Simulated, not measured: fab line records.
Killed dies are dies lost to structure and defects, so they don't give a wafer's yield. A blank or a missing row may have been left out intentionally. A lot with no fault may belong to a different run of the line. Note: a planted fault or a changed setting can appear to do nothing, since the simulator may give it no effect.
Code-filled problem report in 8D (eight disciplines) form :: flow nand harc :: the parts of the form that need people (team, actions taken, sign-off) are left out

== 1. PROBLEM STATEMENT ==
Mean of thk nm at NHARC_A_ONON_D1_THK_MEAS_30: 1540 nm across 2 wafers in 2 lots; on wafers with no fault it is 998 nm (standard deviation 9.3). Measured from the usual mean, that is +58 standard deviations.
The step: measures by ellipsometry.
First observed at day 11 07:56: wafer L867.5, on film metro-02. Wafers with a number at this step in the record: 40, from 14 lots. Rule for "out", or "out of limits": more than 4 standard deviations from the usual mean. The other wafers with a number count as sound.

== 2. WHAT IT IS; WHAT IT IS NOT ==
question: which readings at this step
is: thk nm
is not: -

question: which lots
is: L866, L867
is not: L856, L857, L858, L859, L860, L861, L873, L874, L875, L876, L877, L878

question: which wafers of those lots
is: L866.5, L867.5
is not: L866.6, L867.1

question: read on which gauges
is: film metro-01, film metro-02
is not: -

question: when
is: from day 11 07:56
is not: up to then (19 sound wafers); but 19 sound wafers of L866, L873, L874, L875, L876, L877, L878 came after

== 3. THE SUSPECTS, EACH WITH WHAT RULES IT OUT ==
Counting: a tool at a process step up to the reading stays a suspect if it ran every lot that is out. Sound lots after the first of them don't rule it out here, since some wafers of a struck lot are sound.
- the gauge at NHARC_A_ONON_D1_THK_MEAS_30 is ruled out. 2 gauges (film metro-01, film metro-02) read the wafers that are out.
- pecvd onon-02 at NHARC_A_ONON_D1_DEP_28 (target thk 1000 nm): kept. Ran every lot that is out, first one L867 (day 11 07:25); last sound lot up to then L861 (day 9 20:41).
The count leaves pecvd onon-02 at NHARC_A_ONON_D1_DEP_28.

== 4. THE CAUSE (what the simulator had put in) ==
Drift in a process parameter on pecvd onon-02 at NHARC_A_ONON_D1_DEP_28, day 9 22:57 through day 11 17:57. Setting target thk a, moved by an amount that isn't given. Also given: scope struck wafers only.
The count eliminated every tool but this one.

== 5. THE EFFECT CHAIN, in route order ==
Rows list readings where the struck wafers' mean (over those with a number) sits beyond 3 standard deviations from the usual. Readings are gone through only where the record gives a usual standard deviation; hours: the median, over the lots, of the time from a lot's start at the first step in this table giving one to that lot's start at this step; sigmas: the change measured in usual standard deviations.
hours: 0
step: NHARC_A_ONON_D1_THK_MEAS_30
reading: thk nm
usual: 998 nm
on struck wafers: 1540
change: +542
sigmas: +58

hours: 269
step: NHARC_END_SORT_01
reading: killed at array
usual: 25
on struck wafers: 671
change: +646
sigmas: +70

hours: 269
step: NHARC_END_SORT_01
reading: killed dies
usual: 30
on struck wafers: 677
change: +647
sigmas: +67

== 6. WHAT WOULD HAVE CAUGHT IT SOONER ==
The first out-of-limits reading at a measuring or inspecting step in this record came at day 11 07:56, 33 hours after the fault's start at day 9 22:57.
No tool reading at NHARC_A_ONON_D1_DEP_28 that has a usual standard deviation in the record was out on any struck wafer, so an alarm limit of 4 standard deviations on those readings would not have fired.
Lots out: 2; of these, L866 started NHARC_A_ONON_D1_DEP_28 on pecvd onon-02 after day 11 07:56. Putting the tool on hold at that point would have spared it.
